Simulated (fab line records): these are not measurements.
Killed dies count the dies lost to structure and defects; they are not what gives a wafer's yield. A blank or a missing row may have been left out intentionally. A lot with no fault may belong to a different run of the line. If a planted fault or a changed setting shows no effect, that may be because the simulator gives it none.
Chamber matching / flow n5Finfet / N5_PASSIVATION_PECVD_01 on pecvd-02 has 3 sister chambers
The step deposits SiNx from SiH4/NH3/N2, target thk 200 nm, time 43.2 s. 14 wafers are shown with their chamber, then 7 later ones without.

EACH WAFER AND ITS CHAMBER
wafer=L075.3; chamber=1; throttleValvePct (%)=29.1; showerheadPlenumPTorr (Torr)=8.76; heaterPowerW (W)=364
wafer=L075.4; chamber=2; throttleValvePct (%)=26.2; showerheadPlenumPTorr (Torr)=8.59; heaterPowerW (W)=400
wafer=L075.5; chamber=1; throttleValvePct (%)=29.0; showerheadPlenumPTorr (Torr)=8.78; heaterPowerW (W)=374
wafer=L076.1; chamber=2; throttleValvePct (%)=26.2; showerheadPlenumPTorr (Torr)=8.61; heaterPowerW (W)=493
wafer=L076.2; chamber=0; throttleValvePct (%)=29.6; showerheadPlenumPTorr (Torr)=8.70; heaterPowerW (W)=320
wafer=L076.3; chamber=1; throttleValvePct (%)=29.1; showerheadPlenumPTorr (Torr)=8.81; heaterPowerW (W)=332
wafer=L076.4; chamber=2; throttleValvePct (%)=26.1; showerheadPlenumPTorr (Torr)=8.62; heaterPowerW (W)=500
wafer=L076.5; chamber=1; throttleValvePct (%)=29.4; showerheadPlenumPTorr (Torr)=8.79; heaterPowerW (W)=336
wafer=L076.6; chamber=0; throttleValvePct (%)=29.8; showerheadPlenumPTorr (Torr)=8.67; heaterPowerW (W)=333
wafer=L079.2; chamber=1; throttleValvePct (%)=28.8; showerheadPlenumPTorr (Torr)=8.78; heaterPowerW (W)=346
wafer=L079.3; chamber=0; throttleValvePct (%)=29.8; showerheadPlenumPTorr (Torr)=8.68; heaterPowerW (W)=282
wafer=L079.6; chamber=2; throttleValvePct (%)=26.2; showerheadPlenumPTorr (Torr)=8.59; heaterPowerW (W)=583
wafer=L080.2; chamber=0; throttleValvePct (%)=29.8; showerheadPlenumPTorr (Torr)=8.68; heaterPowerW (W)=306
wafer=L080.3; chamber=2; throttleValvePct (%)=26.3; showerheadPlenumPTorr (Torr)=8.59; heaterPowerW (W)=545

SIGNATURES (averages over the wafers above)
reading=throttleValvePct; chamber 0=29.750; chamber 1=29.080; chamber 2=26.200; scatter within a chamber=0.147
reading=showerheadPlenumPTorr; chamber 0=8.6825; chamber 1=8.7840; chamber 2=8.6000; scatter within a chamber=0.0154
reading=heaterPowerW; chamber 0=310.25; chamber 1=350.40; chamber 2=504.20; scatter within a chamber=44.3
Rule: a wafer lies at a distance from a chamber equal to the root of the sum of squares, over the readings, of (its reading less the chamber's mean, divided by the reading's scatter). The wafer belongs to the nearest chamber; if the next one is less than 2 further off, it can't be placed. The scatter: the root of (the sum of the squares of (reading less its chamber's mean) over the shown wafers, divided by (wafers less chambers)).

WAFERS WITHOUT THEIR CHAMBER
wafer=L080.4; throttleValvePct (%)=29.9; showerheadPlenumPTorr (Torr)=8.69; heaterPowerW (W)=322
wafer=L085.1; throttleValvePct (%)=29.1; showerheadPlenumPTorr (Torr)=8.80; heaterPowerW (W)=378
wafer=L085.5; throttleValvePct (%)=26.4; showerheadPlenumPTorr (Torr)=8.59; heaterPowerW (W)=570
wafer=L085.6; throttleValvePct (%)=28.9; showerheadPlenumPTorr (Torr)=8.76; heaterPowerW (W)=370
wafer=L093.1; throttleValvePct (%)=29.4; showerheadPlenumPTorr (Torr)=8.76; heaterPowerW (W)=267
wafer=L093.3; throttleValvePct (%)=26.6; showerheadPlenumPTorr (Torr)=8.60; heaterPowerW (W)=520
wafer=L093.6; throttleValvePct (%)=29.7; showerheadPlenumPTorr (Torr)=8.68; heaterPowerW (W)=307

WHICH CHAMBER EACH ONE RAN IN
wafer=L080.4; from the rows above=0; in truth=0
wafer=L085.1; from the rows above=1; in truth=1
wafer=L085.5; from the rows above=2; in truth=2
wafer=L085.6; from the rows above=1; in truth=1
wafer=L093.1; from the rows above=1; in truth=1
wafer=L093.3; from the rows above=2; in truth=2
wafer=L093.6; from the rows above=0; in truth=0
Correct placement for 7 of the 7. From these rows, 0 cannot be placed. Wrongly placed: 0.
